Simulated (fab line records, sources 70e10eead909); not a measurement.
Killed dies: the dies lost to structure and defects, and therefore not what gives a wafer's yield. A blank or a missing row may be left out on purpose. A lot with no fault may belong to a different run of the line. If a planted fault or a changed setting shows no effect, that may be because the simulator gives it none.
Chamber matching :: flow nand-harc :: NHARC_HYBRID_BOND_ACTIVATE_00 on rie-diel-11 has 4 sister chambers
The step chemistry N2, time 60 s. 4 wafers are shown with their chamber, then 10 later ones without.

== EACH WAFER AND ITS CHAMBER ==
wafer: L927.3
chamber: 0
showerhead-plenum-p-Torr (Torr): 1.63

wafer: L930.2
chamber: 1
showerhead-plenum-p-Torr (Torr): 1.83

wafer: L934.2
chamber: 2
showerhead-plenum-p-Torr (Torr): 1.87

wafer: L934.3
chamber: 3
showerhead-plenum-p-Torr (Torr): 1.79

== WAFERS MISSING THEIR CHAMBER ==
wafer: L934.5
showerhead-plenum-p-Torr (Torr): 1.83

wafer: L932.4
showerhead-plenum-p-Torr (Torr): 1.83

wafer: L932.5
showerhead-plenum-p-Torr (Torr): 1.79

wafer: L932.6
showerhead-plenum-p-Torr (Torr): 1.63

wafer: L939.2
showerhead-plenum-p-Torr (Torr): 1.79

wafer: L939.3
showerhead-plenum-p-Torr (Torr): 1.82

wafer: L939.5
showerhead-plenum-p-Torr (Torr): 1.79

wafer: L938.3
showerhead-plenum-p-Torr (Torr): 1.79

wafer: L938.5
showerhead-plenum-p-Torr (Torr): 1.82

wafer: L938.6
showerhead-plenum-p-Torr (Torr): 1.79

== THE CHAMBER EACH PASSED THROUGH ==
wafer: L934.5
from the rows above: 1
in truth: 1

wafer: L932.4
from the rows above: 1
in truth: 1

wafer: L932.5
from the rows above: 3
in truth: 3

wafer: L932.6
from the rows above: 0
in truth: 0

wafer: L939.2
from the rows above: 3
in truth: 3

wafer: L939.3
from the rows above: 1
in truth: 1

wafer: L939.5
from the rows above: 3
in truth: 3

wafer: L938.3
from the rows above: 3
in truth: 3

wafer: L938.5
from the rows above: 1
in truth: 1

wafer: L938.6
from the rows above: 3
in truth: 3
Correct placement for 10 of the 10. From these rows, 0 cannot be placed. Placed wrongly: 0.
How it was worked out, from the rows above alone: a wafer's distance from a chamber is the root of the sum, over the readings, of the square of ((its reading less the chamber's mean) divided by the reading's scatter). The wafer belongs to the nearest chamber; if the next one is less than 2 further off, it can't be placed. Each chamber's mean is taken over the wafers shown for it. The scatter: with one shown wafer a chamber, the root of the mean of the squares of how far each hidden wafer lies from its nearest shown one.
